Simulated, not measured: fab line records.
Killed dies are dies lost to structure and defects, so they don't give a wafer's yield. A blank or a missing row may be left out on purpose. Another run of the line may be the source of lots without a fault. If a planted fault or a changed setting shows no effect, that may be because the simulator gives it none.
fab line records + flow nand_harc
record:
- lots: 14
- wafers: 42
- last_day: 33
route steps=1302 shown A_BLC@1124 A_M0@1144 END@1302
lots untouched by any fault: they come from a run of this same line in which no faults occurred
start_h: start of the lot's first displayed wafer, in hours after the record's first day + wait_h: hours from the lot's prior step to this one + " unchanged from the row above + L1.1+2: a single row standing in for several wafers + - no value present, or no start provided + * or withheld: withheld + < > ~ a bound
route shown NAME@n: a module of which the file shows steps, and the number in the route of the first + usual: mean/standard deviation of fault-free wafers + same: alike in all rows + chamber/n: place in a boat + sites: readings site by site + _std_site: standard deviation of those values + _edge_site: the outer-site mean with the inner-site mean subtracted + radius_mm: how far each site lies from the wafer's centre + mask NAME#n: copy n + behind: the most recent tool/chamber to have shaped the wafer + hold: why the lot went on hold/how many hours it stayed there/how the hold came to an end + device: whichever transistor did not switch (one of n, p or np) + end of line: the tests these same wafers got at the end of their route + for a step that has no rows: nothing shown but its recipe + killed: count of dies lost to structure and defects at first sort (not the wafer's yield) + map: dies across one wafer; x = killed, . = not, _ = none there
set.NAME: setting as actually run; set.NAME@STEP: the setting as run at that earlier step + model.NAME: the simulator's own value behind a step, which no gauge read
route steps across a sampled set of lots; one table per step, one row per wafer
services: a tool's chamber out of use, with start hour (start_h, from the record's first day; less than 0 if before it), hours out, and reason
== steps ==
step: NHARC_A_BLC_CD_MEAS_19
usual:
- cd_nm: 100/3.5
| lot.wafer | tool      | chamber | start_h | wait_h | cd_nm |
|-----------|-----------|---------|---------|--------|-------|
| L802.1    | cd_sem-02 | -       | 546.21  | -      | 98    |
| L802.3    | "         | -       | "       | "      | 99    |
| L802.5    | "         | -       | "       | "      | 93    |
| L801.1    | cd_sem-03 | -       | 547.54  | -      | 100   |
| L801.5    | "         | -       | "       | "      | 104   |
| L801.6    | "         | -       | "       | "      | 99    |
| L803.1    | cd_sem-02 | -       | 568.48  | -      | 104   |
| L803.3    | "         | -       | "       | "      | 99    |
| L803.5    | "         | -       | "       | "      | 96    |
| L804.4    | cd_sem-01 | -       | 570.88  | -      | 92    |
| L804.5    | "         | -       | "       | "      | 98    |
| L804.6    | "         | -       | "       | "      | 93    |
| L805.1    | cd_sem-01 | -       | 599.81  | -      | 97    |
| L805.4    | "         | -       | "       | "      | 98    |
| L805.5    | "         | -       | "       | "      | 98    |
| L807.2    | cd_sem-02 | -       | 602.64  | -      | 101   |
| L807.3    | "         | -       | "       | "      | 96    |
| L807.6    | "         | -       | "       | "      | 94    |
| L808.1    | cd_sem-03 | -       | 628.39  | -      | 103   |
| L808.5    | "         | -       | "       | "      | 96    |
| L808.6    | "         | -       | "       | "      | 104   |
| L809.2    | cd_sem-02 | -       | 631.03  | -      | 106   |
| L809.3    | "         | -       | "       | "      | 100   |
| L809.6    | "         | -       | "       | "      | 106   |
| L813.2    | cd_sem-02 | -       | 655.42  | -      | 96    |
| L813.4    | "         | -       | "       | "      | 98    |
| L813.5    | "         | -       | "       | "      | 95    |
| L815.1    | cd_sem-03 | -       | 693.84  | -      | 93    |
| L815.4    | "         | -       | "       | "      | 104   |
| L815.5    | "         | -       | "       | "      | 98    |
| L817.2    | cd_sem-02 | -       | 705.94  | -      | 105   |
| L817.4    | "         | -       | "       | "      | 106   |
| L817.6    | "         | -       | "       | "      | 100   |
| L818.2    | cd_sem-01 | -       | 719.95  | -      | 101   |
| L818.3    | "         | -       | "       | "      | 98    |
| L818.5    | "         | -       | "       | "      | 99    |
| L820.2    | cd_sem-01 | -       | 736.85  | -      | 98    |
| L820.3    | "         | -       | "       | "      | 96    |
| L820.5    | "         | -       | "       | "      | 103   |
| L821.2    | cd_sem-02 | -       | 755.82  | -      | 96    |
| L821.3    | "         | -       | "       | "      | 99    |
| L821.5    | "         | -       | "       | "      | 102   |
step: NHARC_A_BLC_DEGAS_30
recipe:
- temp_c: 300
- time_s: 60
usual:
- heater_power_w: 469/43
| lot.wafer | tool           | chamber | start_h | wait_h | heater_power_w |
|-----------|----------------|---------|---------|--------|----------------|
| L802.3    | pvd_sputter-03 | -       | 546.83  | -      | 469            |
| L802.1    | "              | -       | "       | "      | 430            |
| L802.5    | "              | -       | "       | "      | 404            |
| L801.1    | pvd_sputter-02 | -       | 548.17  | -      | 491            |
| L801.5    | "              | -       | "       | "      | 449            |
| L801.6    | "              | -       | "       | "      | 503            |
| L803.1    | pvd_sputter-03 | -       | 569.10  | -      | 427            |
| L803.3    | "              | -       | "       | "      | 440            |
| L803.5    | "              | -       | "       | "      | 404            |
| L804.4    | pvd_sputter-03 | -       | 571.48  | -      | 476            |
| L804.5    | "              | -       | "       | "      | 401            |
| L804.6    | "              | -       | "       | "      | 484            |
| L805.4    | pvd_sputter-02 | -       | 600.41  | -      | 504            |
| L805.1    | "              | -       | "       | "      | 569            |
| L805.5    | "              | -       | "       | "      | 503            |
| L807.2    | pvd_sputter-02 | -       | 603.24  | -      | 498            |
| L807.3    | "              | -       | "       | "      | 455            |
| L807.6    | "              | -       | "       | "      | 506            |
| L808.1    | pvd_sputter-01 | -       | 628.99  | -      | 424            |
| L808.6    | "              | -       | "       | "      | 433            |
| L808.5    | "              | -       | "       | "      | 494            |
| L809.2    | pvd_sputter-01 | -       | 631.64  | -      | 531            |
| L809.3    | "              | -       | "       | "      | 425            |
| L809.6    | "              | -       | "       | "      | 445            |
| L813.2    | pvd_sputter-01 | -       | 656.03  | -      | 438            |
| L813.4    | "              | -       | "       | "      | 513            |
| L813.5    | "              | -       | "       | "      | 485            |
| L815.1    | pvd_sputter-03 | -       | 694.44  | -      | 430            |
| L815.4    | "              | -       | "       | "      | 489            |
| L815.5    | "              | -       | "       | "      | 419            |
| L817.2    | pvd_sputter-02 | -       | 707.19  | -      | 505            |
| L817.4    | "              | -       | "       | "      | 487            |
| L817.6    | "              | -       | "       | "      | 495            |
| L818.2    | pvd_sputter-02 | -       | 720.55  | -      | 495            |
| L818.3    | "              | -       | "       | "      | 451            |
| L818.5    | "              | -       | "       | "      | 527            |
| L820.3    | pvd_sputter-02 | -       | 737.49  | -      | 541            |
| L820.2    | "              | -       | "       | "      | 488            |
| L820.5    | "              | -       | "       | "      | 495            |
| L821.2    | pvd_sputter-01 | -       | 756.43  | -      | 413            |
| L821.3    | "              | -       | "       | "      | 494            |
| L821.5    | "              | -       | "       | "      | 424            |
step: NHARC_A_M0_EXPOSE_06
recipe:
- na: 1.35
- target_cd_nm: 80
- dose_mj: 83.25
- mask_id: A_M0
| lot.wafer  | tool            | chamber | start_h | wait_h | mask   |
|------------|-----------------|---------|---------|--------|--------|
| L802.1+3+5 | arfi_scanner-02 | 0       | 548.96  | -      | A_M0#0 |
| L801.1+5+6 | arfi_scanner-01 | 0       | 550.28  | -      | A_M0#0 |
| L803.1+3+5 | arfi_scanner-01 | 0       | 571.10  | -      | A_M0#0 |
| L804.4+5+6 | arfi_scanner-03 | 0       | 573.63  | -      | A_M0#0 |
| L805.1+4+5 | arfi_scanner-02 | 0       | 602.43  | -      | A_M0#0 |
| L807.2+3+6 | arfi_scanner-01 | 0       | 605.40  | -      | A_M0#0 |
| L808.1+5+6 | arfi_scanner-03 | 0       | 631.15  | -      | A_M0#0 |
| L809.2+3+6 | arfi_scanner-02 | 0       | 633.76  | -      | A_M0#0 |
| L813.2+4+5 | arfi_scanner-03 | 0       | 658.17  | -      | A_M0#0 |
| L815.1+4+5 | arfi_scanner-03 | 0       | 696.59  | -      | A_M0#0 |
| L817.2+4+6 | arfi_scanner-03 | 0       | 709.60  | -      | A_M0#0 |
| L818.2+3+5 | arfi_scanner-03 | 0       | 722.76  | -      | A_M0#0 |
| L820.2+3+5 | arfi_scanner-01 | 0       | 739.68  | -      | A_M0#0 |
| L821.2+3+5 | arfi_scanner-02 | 0       | 758.56  | -      | A_M0#0 |
step: NHARC_A_M0_OVL_MEAS_10
recipe:
- pitch_nm: 160
usual:
- overlay_x_nm: 0.1/0.84
- overlay_y_nm: 0.1/0.85
| lot.wafer | tool       | chamber | start_h | wait_h | overlay_x_nm | overlay_y_nm |
|-----------|------------|---------|---------|--------|--------------|--------------|
| L802.1    | overlay-02 | -       | 549.19  | -      | -1.2         | -0.3         |
| L802.3    | "          | -       | "       | "      | -1.1         | 0.0          |
| L802.5    | "          | -       | "       | "      | -1.1         | 0.8          |
| L801.1    | overlay-01 | -       | 550.53  | -      | -0.3         | -0.1         |
| L801.5    | "          | -       | "       | "      | 0.3          | 0.0          |
| L801.6    | "          | -       | "       | "      | -0.2         | 0.0          |
| L803.1    | overlay-01 | -       | 571.32  | -      | -1.4         | -0.7         |
| L803.3    | "          | -       | "       | "      | -1.6         | -0.7         |
| L803.5    | "          | -       | "       | "      | -1.0         | -0.8         |
| L804.4    | overlay-01 | -       | 573.84  | -      | 1.0          | -0.5         |
| L804.5    | "          | -       | "       | "      | 1.2          | -0.7         |
| L804.6    | "          | -       | "       | "      | 0.8          | -0.5         |
| L805.1    | overlay-02 | -       | 602.66  | -      | -0.4         | -0.7         |
| L805.4    | "          | -       | "       | "      | -0.3         | -0.7         |
| L805.5    | "          | -       | "       | "      | 0.0          | -0.5         |
| L807.2    | overlay-02 | -       | 605.62  | -      | 1.1          | -1.3         |
| L807.3    | "          | -       | "       | "      | 0.8          | -1.3         |
| L807.6    | "          | -       | "       | "      | 1.1          | -2.0         |
| L808.1    | overlay-02 | -       | 631.38  | -      | 0.4          | 0.7          |
| L808.5    | "          | -       | "       | "      | 0.9          | 0.5          |
| L808.6    | "          | -       | "       | "      | 0.8          | 1.3          |
| L809.2    | overlay-02 | -       | 633.98  | -      | 0.2          | 0.7          |
| L809.3    | "          | -       | "       | "      | 0.1          | 1.0          |
| L809.6    | "          | -       | "       | "      | 0.4          | 1.0          |
| L813.2    | overlay-02 | -       | 658.40  | -      | -0.2         | -0.9         |
| L813.4    | "          | -       | "       | "      | 0.4          | -1.4         |
| L813.5    | "          | -       | "       | "      | -0.3         | -1.3         |
| L815.1    | overlay-02 | -       | 696.82  | -      | 14.2         | -1.0         |
| L815.4    | "          | -       | "       | "      | 14.5         | -0.8         |
| L815.5    | "          | -       | "       | "      | 14.3         | -0.8         |
| L817.2    | overlay-02 | -       | 709.82  | -      | 14.2         | 1.1          |
| L817.4    | "          | -       | "       | "      | 15.2         | 1.0          |
| L817.6    | "          | -       | "       | "      | 14.5         | 1.0          |
| L818.2    | overlay-01 | -       | 722.98  | -      | 14.8         | 0.5          |
| L818.3    | "          | -       | "       | "      | 14.4         | 0.8          |
| L818.5    | "          | -       | "       | "      | 14.8         | 0.8          |
| L820.2    | overlay-02 | -       | 739.91  | -      | 0.9          | -0.1         |
| L820.3    | "          | -       | "       | "      | 1.1          | 0.4          |
| L820.5    | "          | -       | "       | "      | 1.5          | 0.4          |
| L821.2    | overlay-02 | -       | 758.79  | -      | 0.9          | 1.5          |
| L821.3    | "          | -       | "       | "      | 1.1          | 1.8          |
| L821.5    | "          | -       | "       | "      | 1.4          | 1.1          |
step: NHARC_A_M0_ANNEAL_30
recipe:
- temp_c: 225
- time_s: 90
usual:
- wafer_temp_C_max: 226.2/0.41
| lot.wafer | tool          | chamber | start_h | wait_h | wafer_temp_C_max |
|-----------|---------------|---------|---------|--------|------------------|
| L802.1    | rtp_anneal-01 | 0       | 550.94  | 0.3    | 225.7            |
| L802.3    | "             | 0       | "       | "      | 226.1            |
| L802.5    | "             | 0       | "       | "      | 226.7            |
| L801.1    | rtp_anneal-01 | 0       | 552.28  | -      | 225.9            |
| L801.5    | "             | 0       | "       | "      | 225.9            |
| L801.6    | "             | 0       | "       | "      | 226.2            |
| L803.1    | rtp_anneal-02 | 0       | 573.10  | -      | 227.0            |
| L803.3    | "             | 0       | "       | "      | 226.8            |
| L803.5    | "             | 0       | "       | "      | 226.5            |
| L804.4    | rtp_anneal-01 | 0       | 575.79  | -      | 226.0            |
| L804.5    | "             | 0       | "       | "      | 226.1            |
| L804.6    | "             | 0       | "       | "      | 225.7            |
| L805.1    | rtp_anneal-01 | 0       | 604.45  | 0.3    | 225.8            |
| L805.4    | "             | 0       | "       | "      | 225.9            |
| L805.5    | "             | 0       | "       | "      | 225.9            |
| L807.2    | rtp_anneal-02 | 0       | 607.47  | 0.4    | 226.4            |
| L807.3    | "             | 0       | "       | "      | 227.7            |
| L807.6    | "             | 0       | "       | "      | 226.8            |
| L808.1    | rtp_anneal-01 | 0       | 633.13  | -      | 226.1            |
| L808.5    | "             | 0       | "       | "      | 226.0            |
| L808.6    | "             | 0       | "       | "      | 225.9            |
| L809.2    | rtp_anneal-01 | 0       | 635.78  | -      | 225.5            |
| L809.3    | "             | 0       | "       | "      | 226.1            |
| L809.6    | "             | 0       | "       | "      | 225.8            |
| L813.2    | rtp_anneal-02 | 0       | 660.20  | 0.3    | 227.0            |
| L813.4    | "             | 0       | "       | "      | 226.0            |
| L813.5    | "             | 0       | "       | "      | 226.3            |
| L815.1    | rtp_anneal-01 | 0       | 698.57  | 0.3    | 225.9            |
| L815.4    | "             | 0       | "       | "      | 226.5            |
| L815.5    | "             | 0       | "       | "      | 226.0            |
| L817.2    | rtp_anneal-02 | 0       | 711.64  | 0.4    | 226.2            |
| L817.4    | "             | 0       | "       | "      | 226.1            |
| L817.6    | "             | 0       | "       | "      | 226.5            |
| L818.2    | rtp_anneal-01 | 0       | 724.84  | -      | 226.3            |
| L818.3    | "             | 0       | "       | "      | 226.6            |
| L818.5    | "             | 0       | "       | "      | 226.3            |
| L820.2    | rtp_anneal-01 | 0       | 742.00  | 0.3    | 225.9            |
| L820.3    | "             | 0       | "       | "      | 225.8            |
| L820.5    | "             | 0       | "       | "      | 226.0            |
| L821.2    | rtp_anneal-02 | 0       | 760.59  | -      | 227.6            |
| L821.3    | "             | 0       | "       | "      | 226.3            |
| L821.5    | "             | 0       | "       | "      | 226.9            |
step: NHARC_END_SORT_01
recipe:
- temp_c: 25
usual:
- defect_limited_yield: 90/3.1
- killed_at_array: 59/20
- killed_at_other: 0.8/1.1
- killed_at_periphery: 5/3.1
- killed_dies: 64/21
- killed_open: 3.4/1.9
- killed_short: 2.3/1.7
same:
- gross_dies: 677
| lot.wafer | tool      | chamber | start_h | wait_h | defect_limited_yield[%] | killed_at_array | killed_at_other | killed_at_periphery | killed_dies | killed_open | killed_short |
|-----------|-----------|---------|---------|--------|-------------------------|-----------------|-----------------|---------------------|-------------|-------------|--------------|
| L809.2    | prober-02 | 0       | 675.30  | 2.8    | 94                      | 43              | 0               | 1                   | 44          | 2           | 1            |
| L809.3    | prober-02 | 0       | 676.11  | 3.1    | 95                      | 36              | 0               | 1                   | 37          | 6           | 2            |
| L809.6    | prober-02 | 0       | 678.53  | 4.0    | 96                      | 28              | 0               | 2                   | 30          | 3           | 1            |
killed by level:class
L809.2 A_CHANNEL_HOLE_D2:chamber_film_flake=22 A_DECK1_JOINT:chamber_film_flake=3 A_STAIRCASE:chamber_film_flake=3 A_SLIT:chamber_film_flake=3 A_CHANNEL_HOLE_D1:chamber_film_flake=2 A_CHANNEL_FILL_D2:chamber_film_flake=2 A_CONTACT:chamber_film_flake=2 A_CHANNEL_FILL_D1:geometric_particle:open=1
L809.3 A_CHANNEL_HOLE_D2:chamber_film_flake=13 A_CHANNEL_HOLE_D1:chamber_film_flake=5 A_ONON_D2:geometric_particle:open=3 A_CONTACT:chamber_film_flake=3 A_WL_FILL:geometric_particle:short=2 A_STAIRCASE:chamber_film_flake=2 A_M1:chamber_film_flake=2 A_ONON_D1:geometric_particle:open=1
L809.6 A_CHANNEL_HOLE_D2:chamber_film_flake=7 A_CHANNEL_HOLE_D1:chamber_film_flake=6 A_STAIRCASE:chamber_film_flake=4 A_CONTACT:chamber_film_flake=4 A_M1:chamber_film_flake=2 P_M1:geometric_particle:open=1 A_WL_FILL:geometric_particle:short=1 A_BLC:geometric_particle:open=1
== services ==
| tool            | chamber | start_h | hours | kind        |
|-----------------|---------|---------|-------|-------------|
| arfi_scanner-01 | 0       | 524.92  | -     | calibration |
| pvd_sputter-03  | -       | 526.00  | 10.0  | pm          |
| arfi_scanner-03 | 0       | 533.17  | -     | calibration |
| arfi_scanner-02 | -       | 539.84  | 3.0   | repair      |
| arfi_scanner-03 | -       | 540.01  | 4.0   | pm          |
| arfi_scanner-01 | -       | 551.93  | 0.7   | repair      |
| pvd_sputter-01  | -       | 582.00  | 10.0  | pm          |
| arfi_scanner-03 | -       | 592.25  | 1.1   | repair      |
| arfi_scanner-01 | -       | 596.00  | 4.0   | pm          |
| pvd_sputter-02  | -       | 638.03  | 10.0  | pm          |
| pvd_sputter-01  | -       | 645.71  | 4.6   | repair      |
| arfi_scanner-02 | -       | 656.00  | 4.0   | pm          |
| arfi_scanner-01 | -       | 657.36  | 1.7   | repair      |
| arfi_scanner-01 | -       | 678.02  | 0.5   | repair      |
| arfi_scanner-03 | 0       | 689.80  | -     | calibration |
| pvd_sputter-01  | -       | 698.62  | 2.1   | repair      |
| pvd_sputter-02  | -       | 699.18  | 7.9   | repair      |
| pvd_sputter-01  | -       | 703.64  | 3.8   | repair      |
| pvd_sputter-03  | -       | 704.08  | 10.0  | pm          |
| arfi_scanner-03 | -       | 712.01  | 4.0   | pm          |
| pvd_sputter-01  | -       | 713.71  | 1.1   | repair      |
| pvd_sputter-03  | -       | 736.97  | 1.4   | repair      |
| rtp_anneal-02   | -       | 744.00  | 12.0  | pm          |
| pvd_sputter-01  | -       | 760.00  | 10.0  | pm          |
== key ==
first_sign:
- step: NHARC_A_M0_OVL_MEAS_10
- reading: overlay_x_nm
- direction: up
- sigmas: 17
- usual: 0.1
- struck: 14.5
effect none on later readings
met_at NHARC_A_M0_EXPOSE_06
struck_lots L815,L817,L818
rows_end L815.1,L815.4,L815.5
not_acting_at NHARC_A_BLC_CD_MEAS_19,NHARC_A_BLC_DEGAS_30,NHARC_A_M0_ANNEAL_30
onset_between 658.17 696.59
fault:
- kind: scanner_matching_overlay
- tool: arfi_scanner-03
- chamber: -
- onset_h: 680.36
- steps: NHARC_A_M0_EXPOSE_06
- offset: 14.533
rows_end: these wafers met a further fault down the route, and their rows from its step on are left out
